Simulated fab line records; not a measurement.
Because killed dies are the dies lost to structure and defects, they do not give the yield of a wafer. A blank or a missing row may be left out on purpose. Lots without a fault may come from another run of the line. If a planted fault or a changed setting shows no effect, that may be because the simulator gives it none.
fab line records	flow n5_finfet
record lots=5	wafers=15	last_day=18
route steps=1938 shown STI_FIN_REVEAL@203 DUMMY_GATE@212 SDB@375 BEOL_M4@1111 PASSIVATION@1936
lots that met no fault: from a run of the same line without faults
start_h: hours from the record's opening day to when the first of the lot's shown wafers began	wait_h: hours elapsed since this lot's preceding step	" same as the row above	L1.1+2: several wafers, shown together as one row	- no value, or no start was given	* or withheld: withheld	< > ~ a bound
route shown NAME@n: a module of which the file shows steps, and the number in the route of the first	usual: mean/standard deviation of fault-free wafers	same: alike in all rows	chamber/n: place in a boat	sites: each site's reading	_std_site: standard deviation of those values	_edge_site: inner sites' mean taken away from outer sites' mean	radius_mm: for every site, how far away it sits from the centre of the wafer	mask NAME#n: copy n	behind: the tool/chamber that last shaped the wafer	hold: what put the lot on hold/how long, in hours/how the hold closed	device: which transistor (n, p or np) failed to switch	end of line: the tests these same wafers got at the end of their route	for a step that has no rows: nothing shown but its recipe	killed: the dies lost at the first sort to structure and to defects; this is not the yield of the wafer	map: shows each die of a wafer: x if killed, . if not, _ if none is there
set.NAME: the setting that was run; set.NAME@STEP: the one run at that earlier step	model.NAME: the simulator's own value behind a step, which no gauge read
lots at some steps of the route; a table a step, a row a wafer
services: a tool's chamber out of use, with start hour (start_h, from the record's first day; less than 0 if before it), hours out, and reason
## steps
# step N5_STI_FIN_REVEAL_SRD_21
# recipe dry=ipa_marangoni	time_s=30	temp_c=23	rinse_liquid=diw
# step N5_STI_FIN_REVEAL_OXIDATION_33
# recipe chemistry=O2_PLASMA_REMOTE	temp_c=150	time_s=20	pressure_mtorr=1000	source_power_w=2000	o2_flow_sccm=3000
# step N5_STI_FIN_REVEAL_CLEAN_19
# recipe chemistry=O3/DIW	temp_c=25	time_s=120	o3_ppm=10
# step N5_STI_FIN_REVEAL_SRD_23
# recipe dry=ipa_marangoni	time_s=30	temp_c=23	rinse_liquid=diw
# step N5_STI_FIN_REVEAL_PRECLEAN_18
# recipe chemistry=SC2	time_s=45	temp_c=35	mix=1:1:50
# step N5_STI_FIN_REVEAL_SRD_28
# recipe dry=ipa_marangoni	time_s=30	temp_c=23	rinse_liquid=diw
# step N5_DUMMY_GATE_PRECLEAN_00
# recipe chemistry=O3/DIW	time_s=60	temp_c=22	o3_ppm=10
# step N5_DUMMY_GATE_SRD_01
# recipe time_s=30	temp_c=23	rinse_liquid=diw	dry=ipa_marangoni
# step N5_DUMMY_GATE_ALD_02
# recipe material=SiO2	target_thk_a=20	temp_c=300	ald_precursor_family=BDEAS	ald_co_reactant=O2-plasma	pulse_time_s=1	pressure_torr=2
# step N5_DUMMY_GATE_CVD_03
# recipe material=a-Si	target_thk_a=1500	temp_c=530	precursor=SiH4	time_s=8042
# usual zone_power_upper_pct=6.1/0.7
lot.wafer	tool	chamber	start_h	wait_h	zone_power_upper_pct
L703.1	lpcvd-01	1/40	116.40	0.1	5.7
L703.2	"	1/45	"	"	5.7
L703.5	"	1/59	"	"	5.7
L704.1	lpcvd-01	1/40	127.47	0.1	5.7
L704.3	"	1/50	"	"	5.7
L704.4	"	1/54	"	"	5.7
L709.1	lpcvd-01	0/65	154.09	0.1	5.9
L709.3	"	0/75	"	"	5.9
L709.4	"	0/79	"	"	5.9
L710.2	lpcvd-01	1/45	158.89	0.1	5.7
L710.3	"	1/50	"	"	5.7
L710.5	"	1/59	"	"	5.7
L711.2	lpcvd-01	0/95	167.10	0.1	5.9
L711.5	"	0/109	"	"	5.9
L711.6	"	0/114	"	"	5.9
# step N5_DUMMY_GATE_PRECLEAN_46
# recipe chemistry=DIW	time_s=89.5	temp_c=23
# step N5_DUMMY_GATE_SRD_47
# recipe dry_time_s=32	dry=n2_spin	spin_rpm=1500
# step N5_DUMMY_GATE_CMP_04
# recipe material=a-Si	post_cmp_clean=alkaline_brush
# step N5_DUMMY_GATE_THK_MEAS_05
# usual thk_nm=72.4/1.1
lot.wafer	tool	chamber	start_h	wait_h	thk_nm
L703.1	film_metro-02	-	120.37	0.2	72.3
L703.2	"	-	"	"	71.8
L703.5	"	-	"	"	72.2
L704.1	film_metro-01	-	131.46	0.2	73.0
L704.3	"	-	"	"	72.8
L704.4	"	-	"	"	72.8
L709.1	film_metro-01	-	158.08	0.1	46.0
L709.3	"	-	"	"	46.4
L709.4	"	-	"	"	45.2
L710.2	film_metro-02	-	162.88	0.1	44.3
L710.3	"	-	"	"	46.5
L710.5	"	-	"	"	45.8
L711.2	film_metro-02	-	175.67	0.2	45.9
L711.5	"	-	"	"	46.3
L711.6	"	-	"	"	46.5
# step N5_DUMMY_GATE_HM_DEP_06
# recipe material=SiNx	target_thk_a=800	precursor=DCS/NH3	temp_c=700	pressure_mtorr=300	time_s=5141
# step N5_DUMMY_GATE_PECVD_30
# recipe material=SiO2	target_thk_a=550	temp_c=400	precursor=TEOS/O2	pressure_torr=6.5	rf_w=withheld	teos_flow_sccm=withheld	gas=O2	flow_sccm=2650	time_s=10.8
# step N5_DUMMY_GATE_COAT_34
# recipe resist=SOC	temp_c=250	time_s=60	spin_rpm=1500	resist_thk_nm=60
# step N5_DUMMY_GATE_COAT_35
# recipe resist=SiARC	temp_c=220	time_s=60	spin_rpm=1500	resist_thk_nm=10
# step N5_DUMMY_GATE_COAT_28
# recipe resist=underlayer	temp_c=205	time_s=60	spin_rpm=1500	resist_thk_nm=10
# step N5_DUMMY_GATE_COAT_09
# recipe resist=CAR-EUV	spin_rpm=1500	resist_thk_nm=30
# step N5_DUMMY_GATE_EBR_11
# recipe solvent=PGMEA	ebr_width_mm=1.5
# step N5_DUMMY_GATE_SOFTBAKE_10
# recipe temp_c=110	time_s=60	resist=CAR-EUV
# step N5_DUMMY_GATE_EXPOSE_12
# recipe mask_id=GATE	na=0.33	source_shape=annular	sigma_inner=0.2	sigma_outer=0.6	polarization=unpolarized	target_cd_nm=25	dose_mj=34
# step N5_DUMMY_GATE_PEB_13
# recipe peb_temp_c=100	peb_time_s=60	resist=CAR-EUV
# step N5_DUMMY_GATE_DEVELOP_14
# recipe develop_time_s=30	developer=TMAH	resist=CAR-EUV	rinse_liquid=surfactant_rinse	dry=air_spin	dev_temp_c=23
# step N5_DUMMY_GATE_DESCUM_20
# recipe chemistry=O2	time_s=6.2	source_power_w=50	bias_power_w=20	pressure_mtorr=20	rf_frequency_hz=2.712e+07	temp_c=40	resist=CAR-EUV	o2_flow_sccm=225
# step N5_DUMMY_GATE_ETCH_29
# recipe chemistry=N2/H2	target=underlayer	target_depth_a=130	ion_energy_ev=200	pressure_mtorr=30	source_w=840	bias_w=150	n2_flow_sccm=200	h2_flow_sccm=200
# step N5_DUMMY_GATE_ETCH_36
# recipe chemistry=CF4	target=SiARC	target_depth_a=130	pressure_mtorr=40	source_w=545	bias_w=36	Ar_flow_sccm=100	cf4_flow_sccm=100	ion_energy_ev=80
# step N5_DUMMY_GATE_ETCH_37
# recipe chemistry=N2/H2	target=SOC	target_depth_a=600	overetch_a=300	temp_c=40	ion_energy_ev=200	pressure_mtorr=30	source_w=840	bias_w=150	n2_flow_sccm=200	h2_flow_sccm=200
# step N5_DUMMY_GATE_STRIP_38
# recipe chemistry=N2/H2	temp_c=40	n2_flow_sccm=200	h2_flow_sccm=200	rf_frequency_hz=6e+07
# step N5_DUMMY_GATE_STRIP_39
# recipe chemistry=N2/H2	temp_c=40	n2_flow_sccm=200	h2_flow_sccm=200	rf_frequency_hz=6e+07
# step N5_DUMMY_GATE_TRIM_49
# recipe chemistry=O2	resist=SOC	time_s=29	target_cd_nm=14	source_power_w=300	bias_power_w=0	O2_flow_sccm=100	temp_c=20
# step N5_DUMMY_GATE_STRIP_40
# recipe chemistry=CF4	resist=SiARC	power_w=300	bias_power_w=75	pressure_mtorr=50	cf4_flow_sccm=150	rf_frequency_hz=6e+07
# step N5_DUMMY_GATE_ETCH_31
# recipe chemistry=C4F6/O2	target=SiO2	mask_material=SOC	target_depth_a=825	time_s=27.5	ion_energy_ev=250	pressure_mtorr=30	source_w=345	bias_w=185	Ar_flow_sccm=300	C4F6_flow_sccm=10	O2_flow_sccm=10
# step N5_DUMMY_GATE_STRIP_41
# recipe chemistry=O2	power_w=400	temp_c=40	pressure_mtorr=30	rf_frequency_hz=6e+07	bias_power_w=0	overash_fraction=0.3	o2_flow_sccm=225
# step N5_DUMMY_GATE_ETCH_44
# recipe chemistry=HBr/O2	over_etch_frac=0.7	target_depth_a=1275	stop_on=SiO2	ion_energy_ev=60	bias_w=20	target=poly-Si	mask_material=SiO2	pressure_mtorr=20	icp_w=400	HBr_flow_sccm=120	O2_flow_sccm=10
# usual bias_w=20.00/0.059	drypump_motor_current_A=6.0/0.48	oes_product_au=0.728/0.013	throttle_valve_pct=18.56/0.17
lot.wafer	tool	chamber	start_h	wait_h	bias_w	drypump_motor_current_A	oes_product_au	rf_hours_counter_h	throttle_valve_pct
L703.1	rie_si-02	2	125.72	0.0	19.99	5.8	0.742	175	18.20
L703.2	"	1	"	"	19.96	6.3	0.716	6	18.58
L703.5	"	2	"	"	19.99	5.8	0.740	-	18.20
L704.1	rie_si-05	0	136.79	0.0	19.99	5.6	0.715	81	18.36
L704.3	"	3	"	"	19.99	5.9	0.727	56	18.55
L704.4	"	1	"	"	20.01	6.7	0.713	50	18.36
L709.1	rie_si-02	0	163.29	0.0	20.00	6.7	0.605	140	18.72
L709.3	"	3	"	"	20.10	5.3	0.599	1	18.40
L709.4	"	2	"	"	19.99	5.9	0.615	-	18.19
L710.2	rie_si-06	1	168.46	0.0	19.95	6.3	0.601	137	18.73
L710.3	"	3	"	"	19.94	5.2	0.615	147	18.62
L710.5	"	2	"	"	19.97	5.8	0.611	-	18.59
L711.2	rie_si-05	1	180.97	0.0	20.01	6.7	0.592	51	18.36
L711.5	"	2	"	"	19.92	6.2	0.600	-	18.81
L711.6	"	1	"	"	20.04	6.7	0.596	-	18.36
# step N5_SDB_THK_MEAS_31
# recipe reads=a-Si_of_DUMMY_GATE_CVD_03
# usual SDB_THK=64.6/1.1
lot.wafer	tool	chamber	start_h	wait_h	SDB_THK[nm]
L703.1	film_metro-01	-	149.19	-	64.5
L703.2	"	-	"	"	64.1
L703.5	"	-	"	"	64.4
L704.1	film_metro-01	-	161.66	-	65.2
L704.3	"	-	"	"	65.2
L704.4	"	-	"	"	65.1
L709.1	film_metro-01	-	185.72	-	38.3
L709.3	"	-	"	"	38.7
L709.4	"	-	"	"	37.4
L710.2	film_metro-01	-	191.30	-	36.5
L710.3	"	-	"	"	38.6
L710.5	"	-	"	"	38.0
L711.2	film_metro-02	-	203.72	-	38.2
L711.5	"	-	"	"	38.6
L711.6	"	-	"	"	38.7
# step N5_BEOL_M4_RC_MEAS_101
# usual DIBL_N=36.3/2	DIBL_P=36.3/2.4	IOFF_N=0.16/0.034	IOFF_P=0.21/0.035	ION_N=672/12	ION_P=459/6.5	SS_N=71.6/0.67	SS_P=73.3/0.71	VT_N=250/3.5	VT_P=-251/3
lot.wafer	tool	chamber	start_h	wait_h	DIBL_N[mV/V]	DIBL_P[mV/V]	IOFF_N[nA/um]	IOFF_P[nA/um]	ION_N[uA/um]	ION_P[uA/um]	SS_N[mV/dec]	SS_P[mV/dec]	VT_N[mV]	VT_P[mV]
L703.1	prober-01	0	261.26	0.0	39.2	41.3	0.21	0.29	671	462	72.9	74.2	249	-248
L703.2	"	0	"	"	38.7	40.3	0.22	0.28	682	465	73.0	75.1	249	-242
L703.5	"	0	"	"	36.1	38.5	0.17	0.24	670	455	72.0	75.0	253	-247
L704.1	prober-01	0	288.20	0.0	39.1	37.0	0.20	0.22	677	455	71.3	74.1	246	-250
L704.3	"	0	"	"	37.6	37.0	0.17	0.23	691	475	71.6	73.3	250	-248
L704.4	"	0	"	"	36.3	34.6	0.13	0.18	668	454	71.3	72.6	252	-253
L710.2	prober-02	0	296.36	0.2	33.6	32.7	0.13	0.16	674	456	71.3	72.5	251	-253
L710.3	"	0	"	"	35.7	35.4	0.17	0.19	684	458	71.8	72.8	247	-251
L710.5	"	0	"	"	36.7	37.5	0.20	0.22	695	467	72.5	73.0	244	-249
L709.1	prober-02	0	308.21	0.0	37.4	37.5	0.17	0.20	680	459	71.4	73.3	249	-252
L709.3	"	0	"	"	37.2	36.5	0.17	0.19	679	454	72.1	73.0	249	-252
L709.4	"	0	"	"	35.2	35.1	0.14	0.17	676	457	71.1	73.0	249	-256
L711.2	prober-01	0	318.02	0.2	35.9	35.0	0.15	0.18	671	458	71.1	73.6	248	-254
L711.5	"	0	"	"	35.2	35.0	0.15	0.18	672	460	71.1	73.3	250	-252
L711.6	"	0	"	"	35.6	35.9	0.16	0.20	681	465	71.5	73.4	249	-251
# step N5_PASSIVATION_PROBE_49
# usual defect_limited_yield=91.4/1.5	killed_at_M0_to_M3=33/11	killed_at_M4_up=14/5.3	killed_at_contacts=13/6.2	killed_at_front_end=39/13	killed_at_other=3.1/2.8	killed_dies=102/17	killed_on_rim=13/3.8	killed_open=68/13	killed_short=32/7.8	sort_bin_5_function=5.1/0.95	sort_bin_6_memory=3.2/0.7	sort_n_pass=1078/18	sort_yield_pct=91.3/1.5
# same gross_dies=1180	killed_at_back_side=0	sort_bin_4_leakage[%]=0	sort_bin_8_speed[%]=0
lot.wafer	tool	chamber	start_h	wait_h	defect_limited_yield[%]	killed_at_M0_to_M3	killed_at_M4_up	killed_at_contacts	killed_at_front_end	killed_at_other	killed_dies	killed_on_rim	killed_open	killed_short	sort_bin_5_function[%]	sort_bin_6_memory[%]	sort_n_pass	sort_yield_pct[%]
L704.1	prober-02	-	393.11	0.0	89.7	41	16	16	47	2	122	11	82	39	5.9	4.2	1058	89.7
L704.3	prober-02	-	393.21	0.1	90.3	22	10	17	58	7	114	15	69	41	5.2	3.6	1066	90.3
L704.4	prober-02	-	393.26	0.2	86.8	31	10	11	103	1	156	21	104	48	8.8	4.1	1024	86.8
L710.2	prober-01	-	404.55	0.1	67.6	17	15	29	321	0	382	149	76	35	5.8	3.4	798	67.6
L710.3	prober-01	-	404.60	0.1	71.1	31	20	10	279	1	341	147	61	36	4.5	3.4	839	71.1
L710.5	prober-01	-	404.70	0.2	71.5	21	13	11	291	0	336	151	51	34	4.9	2.1	844	71.5
L709.1	prober-02	-	422.86	0.0	70.6	44	7	18	276	2	347	146	80	22	5.1	3.6	833	70.6
L709.3	prober-02	-	422.96	0.1	67.5	53	10	26	287	8	384	150	76	58	6.8	4.3	796	67.5
L709.4	prober-02	-	423.01	0.2	68.7	77	12	16	263	1	369	150	88	45	6.3	4.2	811	68.7
L711.2	prober-01	-	427.42	0.1	70.3	22	14	10	303	1	350	150	75	20	5.4	2.5	830	70.3
L711.5	prober-01	-	427.57	0.2	72.7	20	6	5	287	4	322	149	37	27	3.4	1.9	858	72.7
L711.6	prober-01	-	427.62	0.3	71.9	21	10	16	281	3	331	149	60	18	4.1	2.5	849	71.9
# killed by level:class
L704.1 STI_FIN_REVEAL:geometric_particle:open=20 BEOL_M3:geometric_particle:open=15 MOL_CONTACT_COAG:geometric_particle:open=11 FIN_SAQP:geometric_particle:open=7 BEOL_M2:geometric_particle:open=7 FIN_SAQP:geometric_particle:short=5 BEOL_M0_SAQP:geometric_particle:open=5 DUMMY_GATE:geometric_particle:open=5
L704.3 STI_FIN_REVEAL:geometric_particle:open=17 MOL_CONTACT_COAG:geometric_particle:open=13 FIN_SAQP:geometric_particle:short=11 FIN_SAQP:geometric_particle:open=6 DUMMY_GATE:geometric_particle:open=5 BEOL_M3:geometric_particle:open=5 MOL_CONTACT_COAG:geometric_particle:short=4 BEOL_M0_SAQP:geometric_particle:short=4
L704.4 STI_FIN_REVEAL:geometric_particle:open=37 FIN_SAQP:geometric_particle:open=21 FIN_SAQP:geometric_particle:short=10 STI_FIN_REVEAL:geometric_particle:short=10 BEOL_M3:geometric_particle:open=9 DUMMY_GATE:geometric_particle:open=7 MOL_CONTACT_COAG:geometric_particle:short=6 GATE_CUT:geometric_particle:short=5
L710.2 DUMMY_GATE:area_cvd=271 MOL_CONTACT_COAG:geometric_particle:open=26 FIN_SAQP:geometric_particle:open=13 FIN_SAQP:geometric_particle:short=7 STI_FIN_REVEAL:geometric_particle:open=7 DUMMY_GATE:geometric_particle:open=7 BEOL_M0_SAQP:geometric_particle:open=7 GATE_CUT:geometric_particle:short=5
L710.3 DUMMY_GATE:area_cvd=242 BEOL_M0_SAQP:geometric_particle:short=11 STI_FIN_REVEAL:geometric_particle:open=9 BEOL_M4:geometric_particle:open=9 FIN_SAQP:geometric_particle:short=8 MOL_CONTACT_COAG:geometric_particle:open=8 BEOL_M0_SAQP:geometric_particle:open=8 FIN_SAQP:geometric_particle:open=5
L710.5 DUMMY_GATE:area_cvd=249 STI_FIN_REVEAL:geometric_particle:open=10 BEOL_M0_SAQP:geometric_particle:open=8 MOL_CONTACT_COAG:geometric_particle:open=8 FIN_SAQP:geometric_particle:open=5 FIN_SAQP:geometric_particle:short=4 STI_FIN_REVEAL:geometric_particle:short=4 ILD0:geometric_particle:short=4
L709.1 DUMMY_GATE:area_cvd=243 MOL_CONTACT_COAG:geometric_particle:open=14 FIN_SAQP:geometric_particle:open=10 BEOL_M0_SAQP:geometric_particle:open=10 BEOL_M3:geometric_particle:open=10 BEOL_M2:geometric_particle:open=9 BEOL_M0_SAQP:geometric_particle:short=6 STI_FIN_REVEAL:geometric_particle:open=5
L709.3 DUMMY_GATE:area_cvd=248 MOL_CONTACT_COAG:geometric_particle:open=20 BEOL_M0_SAQP:geometric_particle:short=17 BEOL_M0_SAQP:geometric_particle:open=15 BEOL_M3:geometric_particle:open=9 FIN_SAQP:geometric_particle:short=8 FIN_SAQP:geometric_particle:open=7 MOL_CONTACT_COAG:geometric_particle:short=5
L709.4 DUMMY_GATE:area_cvd=236 BEOL_M0_SAQP:geometric_particle:open=35 BEOL_M0_SAQP:geometric_particle:short=25 MOL_CONTACT_COAG:geometric_particle:open=14 BEOL_M2:geometric_particle:open=6 FIN_SAQP:geometric_particle:open=5 BEOL_M3:geometric_particle:open=5 FIN_SAQP:geometric_particle:short=4
L711.2 DUMMY_GATE:area_cvd=255 FIN_SAQP:geometric_particle:open=24 MOL_CONTACT_COAG:geometric_particle:open=8 STI_FIN_REVEAL:geometric_particle:open=6 BEOL_M0_SAQP:geometric_particle:short=6 BEOL_M2:geometric_particle:open=6 FIN_SAQP:geometric_particle:short=4 BEOL_M0:geometric_particle:open=4
L711.5 DUMMY_GATE:area_cvd=258 FIN_SAQP:geometric_particle:short=7 BEOL_M3:geometric_particle:open=7 FIN_SAQP:geometric_particle:open=4 GATE_CUT:geometric_particle:short=4 MOL_CONTACT_COAG:geometric_particle:open=4 BEOL_M2:geometric_particle:open=4 DUMMY_GATE:geometric_particle:open=3
L711.6 DUMMY_GATE:area_cvd=252 MOL_CONTACT_COAG:geometric_particle:open=15 BEOL_M2:geometric_particle:open=8 FIN_SAQP:geometric_particle:short=7 FIN_SAQP:geometric_particle:open=5 GATE_CUT:geometric_particle:open=4 BEOL_M0_SAQP:geometric_particle:short=4 BEOL_M1:geometric_particle:open=4
# map L709.3 (x killed, . not)
_________________xxxxxxxxxxxx________________
______________xxx.xxxxxxxxxxxxxx_____________
___________xxxxxxxx.x..xx.....xxxxx__________
__________xx.x.x.........xx...x.xxxx_________
________xxx..x..xx....xx.........xxxxx_______
_______xxx......x....x.............xxxx______
______xxx..................x....x..xxxxx_____
_____xxx.x.x..............x...x....x.xxxx____
____xxxxx.....x....x....x....x........xxxx___
___xxxx.x........x..........x.x..........xx__
___x..x......................x.....x....xxx__
__xx....x.x.........x.x..x..x.....x...x..xxx_
__xxx.......x..........x......x....x....x.xx_
_xxx.x....xx......................x....x..xxx
_xxx....................x.....x.x........xx.x
_xx.x.......................x..............xx
_xxx..x.........xx........................x.x
_xxx.x....x.......x...xx..x...........x.xxx.x
_xxxx.x..x..x...x..x.................x.....xx
_xxx.....x................x......x....x...xxx
_xx..x.......xx......x........x........x.x..x
__xxx.xx..........x...x...xx.........x...xxx_
__xx.....................................xxx_
___xxx........x....x.........x............x__
___xxxx.........x.x.....x...x...x.....x.xxx__
____xxxx......x......x.........x.......xxx___
_____xxx.xx...............x........x...xx____
______xxx........x..x..............x.xxx_____
_______xxxx..x.xx........x..x.....xxxxx______
________xxxx..x.............x...xxxxxx_______
__________xxxx..x........x..x.xx..xx_________
___________xxxxxxx..x.xx.xxxxxxxxxx__________
______________xxxxxx.x.xxxxxxxxx_____________
_________________xxxxxxxxxxxx________________
# map L710.2 (x killed, . not)
_________________xxxxxxxxxxxx________________
______________xxxxxx.x.xx.xxxxxx_____________
___________xxxxxxx..x........xxxxxx__________
__________xxxxx..xx.x....x..x.xxxxxx_________
________xx.x...................xxxxxxx_______
_______xxxx.....x..x.......x.....x.xxxx______
______xxxx.......x....x.x..x..x......xxx_____
_____xxxx..........x..x............x.xxxx____
____xxxx.......x.....................x.x.x___
___xxxx.x..............................xxxx__
___xxx..x..xx.......x....x.........x....xxx__
__xx...................x.................xxx_
__xxx.....................x...x...x.....xxxx_
_xx..xx..............xx.......x...........xxx
_xx..........................x..x....x....xxx
_xxx.............x....x.............xx...xxxx
_xxx.....................................xxxx
_xxx.............x.....x......x......x....xxx
_xxx...x...x...x........x....x....x.....x.xxx
_xxx.........x...........................xxxx
_xxxx.............x.........x...xxx.......xxx
__xx....x.....x......................x....xx_
__x.x.x.x...x.......x..x..x.x.xx.....x.xxxxx_
___xxxx.............x......x...........xxxx__
___xxxxx..........................x...x.xxx__
____xxxx.......xxx...x...............xxxxx___
_____xxxxx......................x....xxxx____
______xx......x...................xx.xxx_____
_______xxxxx......x.....x...x....x.xxxx______
________xxx..x.............x....xxxxxx_______
__________xxxx.x.x..........xx.x.xxx_________
___________xxxxxxxx.x......xx.xxxxx__________
______________xxxxxxxxx.xxxxxxxx_____________
_________________xxxxxxxxxxxx________________
## services
tool	chamber	start_h	hours	kind
rie_si-06	2	138.78	8.2	repair
rie_si-05	3	146.86	29.3	repair
rie_si-02	1	153.02	11.9	repair
## key
first_sign step=N5_DUMMY_GATE_THK_MEAS_05	reading=thk_nm	direction=down	sigmas=24	usual=*	struck=*
effect step=N5_DUMMY_GATE_ETCH_44	reading=oes_product_au	direction=down	sigmas=9.5	usual=0.728	struck=0.604
effect step=N5_SDB_THK_MEAS_31	reading=SDB_THK	direction=down	sigmas=24	usual=64.6	struck=38.1
effect step=N5_PASSIVATION_PROBE_49	reading=killed_at_front_end	direction=up	sigmas=19	usual=39	struck=288
more_kills_born_at N5_DUMMY_GATE_CVD_03@lpcvd-01=2254
met_at N5_DUMMY_GATE_CVD_03
struck_wafers L709.1,L709.3,L709.4,L710.2,L710.3,L710.5,L711.2,L711.5,L711.6
also_fits time
fault kind=site_profile_drift	tool=lpcvd-01	chamber=-	onset_h=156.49	steps=N5_DUMMY_GATE_CVD_03	basis=fraction	max_abs_drift=0.4191	slope_share_per_hr=93.133	site_pattern=0,0,0,0,0,-1,-1,-1,-1
